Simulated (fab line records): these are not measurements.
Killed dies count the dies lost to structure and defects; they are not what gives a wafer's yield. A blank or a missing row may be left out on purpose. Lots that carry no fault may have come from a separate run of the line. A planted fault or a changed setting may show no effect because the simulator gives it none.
Problem report in the 8D (eight disciplines) form, filled by code + flow nand_harc + the parts of the form that need people (team, actions taken, sign-off) are left out

== 1. THE ISSUE ==
Wafers without a fault read 0.999 a.u., standard deviation 0.0075; oes_product_au at NHARC_A_CONTACT_ETCH_102 reads a mean of 0.935 a.u. on 3 wafers belonging to 3 lots. Measured from the usual mean, that is -8.6 standard deviations.
The step: etches the open film in CF4/O2, target depth 100 nm, overetch 10 nm, time 55 s.
First seen on wafer L487.1, day 29 14:22, on rie_diel-12. Wafers with a number at this step in the record: 43, from 15 lots. The rule behind "out" and "out of limits": a value lying over 4 standard deviations away from the usual mean. The rest of the wafers with a number are treated as sound.

== 2. WHAT IT IS, WHAT IT ISN'T ==
| question                    | is                     | is not                                                                                        |
|-----------------------------|------------------------|-----------------------------------------------------------------------------------------------|
| which readings at this step | oes_product_au         | drypump_motor_current_A, o2_flow_sccm, rf_vpp_V, showerhead_plenum_p_Torr, throttle_valve_pct |
| which lots                  | L487, L488, L489       | L469, L471, L472, L473, L474, L475, L476, L477, L478, L479, L480, L491                        |
| which wafers of those lots  | L487.1, L488.1, L489.1 | L487.6, L488.2, L488.3, L489.2                                                                |
| read on which tools         | rie_diel-12            | rie_diel-04, rie_diel-07                                                                      |
| when                        | from day 29 14:22      | up to then (34 sound wafers); but 6 sound wafers of L488, L489, L491 came after               |

== 3. THE SUSPECTS, EACH WITH WHAT RULES IT OUT ==
Counting: any tool at a process step up to the reading remains a suspect provided it ran every lot that is out. Sound lots after the first of them don't rule it out here, since some wafers of a struck lot are sound.
- rie_diel-12 at NHARC_A_CONTACT_ETCH_102 (etches the open film in CF4/O2, target depth 100 nm, overetch 10 nm, time 55 s): kept. It ran every lot that is out, first L487 (day 29 14:22); its last sound lot up to then is L480 (day 26 07:10). On those wafers its own readings are out: oes_product_au.
Left after counting: rie_diel-12 at NHARC_A_CONTACT_ETCH_102.

== 4. THE CAUSE (what the simulator had put in) ==
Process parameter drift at NHARC_A_CONTACT_ETCH_102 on rie_diel-12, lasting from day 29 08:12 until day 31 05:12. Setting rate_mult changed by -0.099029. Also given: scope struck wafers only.
After counting, this tool was the only one left.

== 5. THE CHAIN OF EFFECTS, in route order ==
Each row: a reading where the mean over the struck wafers with a number is more than 3 standard deviations away from the usual. Readings are gone through only where the record gives a usual standard deviation; hours: the median, over the lots, of the time from a lot's start at the first step in this table giving one to that lot's start at this step; sigmas: the change measured in usual standard deviations.
| hours | step                     | reading        | usual      | on struck wafers | change | sigmas |
|-------|--------------------------|----------------|------------|------------------|--------|--------|
| 0     | NHARC_A_CONTACT_ETCH_102 | oes_product_au | 0.999 a.u. | 0.935            | -0.064 | -8.6   |
Here are the process steps it includes:
- NHARC_A_CONTACT_ETCH_102: etches the open film in CF4/O2, target depth 100 nm, overetch 10 nm, time 55 s.

== 6. HOW IT WOULD HAVE BEEN CAUGHT EARLIER ==
First out-of-limits reading in this record: day 29 14:22, which is 6 hours after fault onset at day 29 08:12.
